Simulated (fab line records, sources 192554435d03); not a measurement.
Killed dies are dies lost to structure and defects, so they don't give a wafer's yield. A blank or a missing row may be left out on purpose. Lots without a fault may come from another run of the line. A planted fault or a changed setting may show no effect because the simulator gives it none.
Split-lot experiment | flow n5_finfet | 7 lots, 21 wafers read, on a route of 1938 steps

THE SPLIT
At N5_BEOL_M5_ETCH_62 (etches SOC in N2/H2, target depth 75 nm, overetch 15 nm, time 112.5 s), the setting source_w was moved away from the recipe's 840 W on 8 of the 21 wafers read, by -10.8% to +11.0%. The other wafers ran this setting at the recipe's value.

The reading is taken at the split's own step.

THE READING
rf_vpp_V, in V, at N5_BEOL_M5_ETCH_62 (etches SOC in N2/H2, target depth 75 nm, overetch 15 nm, time 112.5 s). Fault-free wafers of this fab line usually give 523.5 V, standard deviation 2.4 V.

wafer  | tool, chamber at the split | source_w as run, W | against the recipe | rf_vpp_V, V | against lot-mates on the recipe
L078.4 | rie_diel-06, 2             | 840                | recipe             | 523.2       | -
L078.5 | rie_diel-06, 0             | 840                | recipe             | 523.7       | -
L078.6 | rie_diel-06, 3             | 840                | recipe             | 520.0       | -
L081.1 | rie_diel-03, 3             | 749.1              | -10.8%             | 544.8       | +19.9
L081.3 | rie_diel-03, 1             | 749.1              | -10.8%             | 545.6       | +20.7
L081.5 | rie_diel-03, 3             | 840                | recipe             | 524.9       | -
L080.1 | rie_diel-03, 2             | 840                | recipe             | 521.9       | -
L080.2 | rie_diel-03, 1             | 840                | recipe             | 527.1       | -
L080.6 | rie_diel-03, 2             | 776                | -7.6%              | 535.3       | +10.8
L083.1 | rie_diel-06, 3             | 840                | recipe             | 518.9       | -
L083.2 | rie_diel-06, 1             | 901.3              | +7.3%              | 512.9       | -6.0
L083.4 | rie_diel-06, 2             | 901.3              | +7.3%              | 509.3       | -9.6
L084.2 | rie_diel-03, 1             | 840                | recipe             | 525.1       | -
L084.5 | rie_diel-03, 2             | 840                | recipe             | 522.4       | -
L084.6 | rie_diel-03, 1             | 840                | recipe             | 527.0       | -
L088.1 | rie_diel-06, 3             | 840                | recipe             | 519.5       | -
L088.3 | rie_diel-06, 2             | 932.4              | +11.0%             | 503.4       | -16.1
L088.4 | rie_diel-06, 1             | 932.4              | +11.0%             | 506.9       | -12.6
L091.1 | rie_diel-04, 3             | 840                | recipe             | 525.9       | -
L091.4 | rie_diel-04, 1             | 840                | recipe             | 526.6       | -
L091.6 | rie_diel-04, 3             | 882.7              | +5.1%              | 516.8       | -9.5

THE FIT
A straight line over all 21 wafers: rf_vpp_V changes by -1.78 V for each +1% of source_w; r = -0.97; the points scatter about the line by 2.6 V.
The same after taking each lot's own level away (the mean of its wafers on the recipe; 21 wafers): -1.51 V for each +1%; r = -0.97; scatter 2.3 V.
On that fit, the largest move of source_w shifts the reading by 17 V.
The lots' own levels span 518.90 to 526.25 V, that is 3.1 times the standard deviation above.
So the lot-to-lot level changes the slope: the two fits differ.
Check: with one of the wafers moved furthest among these (+11.0%) left out of the fit, the line predicts -15.8 V for it against its lot-mates. It came out at -16.1 V against them.
Tool readings at the split's step, against how far the setting was moved: rf_vpp_V r = -0.97.

OTHER SPLITS ON THESE WAFERS
These wafers also went through other splits before the reading. Each is held against what the fit with the lots' levels taken away leaves over:
other split on the same wafers | wafers away from the commonest value | r with rf_vpp_V (lot level and that fit taken away)
N5_BEOL_M2_COAT_73 spin_rpm    | 6                                    | +0.40
N5_BEOL_M3_EXPOSE_25 dose_mj   | 7                                    | -0.53
N5_BEOL_M4_COAT_05 spin_rpm    | 8                                    | -0.05
N5_BEOL_M5_ILD_DEP_00 time_s   | 7                                    | -0.55
N5_BEOL_M5_COAT_71 spin_rpm    | 8                                    | -0.35
N5_BEOL_M5_ETCH_72 bias_w      | 10                                   | -0.04

THE FILE'S OWN FIT
rf_vpp_V changes by -1.5 V for each +1% of source_w, r = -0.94.
